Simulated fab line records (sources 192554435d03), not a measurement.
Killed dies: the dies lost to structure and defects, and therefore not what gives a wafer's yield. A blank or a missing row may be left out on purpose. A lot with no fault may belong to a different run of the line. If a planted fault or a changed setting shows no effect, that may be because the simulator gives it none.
Chamber matching | flow n5 finfet | 3 sister chambers for N5_BEOL_M2_ALD_84 on ald metal-01
The step deposits TaN, pulse time 2 s, purge time 3 s, co reactant purge time 2 s. 16 wafers are shown with their chamber, then 6 later ones without.

WAFERS, EACH WITH ITS CHAMBER
wafer  | chamber | heater power w (W) | precursor vessel pressure torr (Torr) | precursor vessel temp c (C)
L075.2 | 1       | 481                | 26.31                                 | 75.08
L075.3 | 3       | 466                | 26.19                                 | 75.11
L075.6 | 3       | 462                | 26.20                                 | 74.98
L076.2 | 1       | 470                | 26.20                                 | 74.83
L076.4 | 3       | 472                | 26.23                                 | 74.94
L076.6 | 3       | 464                | 26.26                                 | 75.06
L079.1 | 1       | 467                | 26.15                                 | 75.11
L079.2 | 2       | 427                | 26.17                                 | 74.62
L079.5 | 1       | 466                | 26.21                                 | 75.07
L082.1 | 2       | 431                | 26.25                                 | 75.07
L082.5 | 3       | 473                | 26.29                                 | 75.01
L082.6 | 2       | 435                | 26.26                                 | 75.10
L085.2 | 2       | 434                | 26.17                                 | 75.10
L085.3 | 1       | 466                | 26.24                                 | 75.07
L085.4 | 3       | 470                | 26.26                                 | 74.88
L089.1 | 1       | 473                | 26.26                                 | 74.90

SIGNATURES (means of the wafers above)
reading                        | chamber 1 | chamber 2 | chamber 3 | scatter within a chamber
heater power w                 | 470.50    | 431.75    | 467.83    | 4.88
precursor vessel pressure torr | 26.2283   | 26.2125   | 26.2383   | 0.0479
precursor vessel temp c        | 75.0100   | 74.9725   | 74.9967   | 0.143
Rule: a wafer's distance from a chamber is the root of the sum, over the readings, of the square of ((its reading less the chamber's mean) divided by the reading's scatter). If the next closest chamber is less than 2 further off than the closest, the wafer can't be placed; otherwise it belongs to the closest. The scatter: take each reading less its chamber's mean, square it, sum over the shown wafers, divide by the number of wafers less the number of chambers, and take the root.

WAFERS MISSING THEIR CHAMBER
wafer  | heater power w (W) | precursor vessel pressure torr (Torr) | precursor vessel temp c (C)
L089.2 | 424                | 26.14                                 | 75.05
L088.1 | 472                | 26.32                                 | 74.91
L088.3 | 490                | 26.26                                 | 74.96
L095.1 | 476                | 26.26                                 | 75.04
L095.3 | 442                | 26.19                                 | 75.12
L095.5 | 471                | 26.31                                 | 75.11

THE CHAMBER EACH PASSED THROUGH
wafer  | from the rows above     | in truth
L089.2 | 2                       | 2
L088.1 | can't be placed: 3 or 1 | 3
L088.3 | can't be placed: 1 or 3 | 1
L095.1 | can't be placed: 1 or 3 | 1
L095.3 | 2                       | 2
L095.5 | can't be placed: 3 or 1 | 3
Placed correctly: 2 of 6. Unplaceable from these rows: 4, with the true chamber sitting among the candidates in 4. Number placed wrongly: 0.
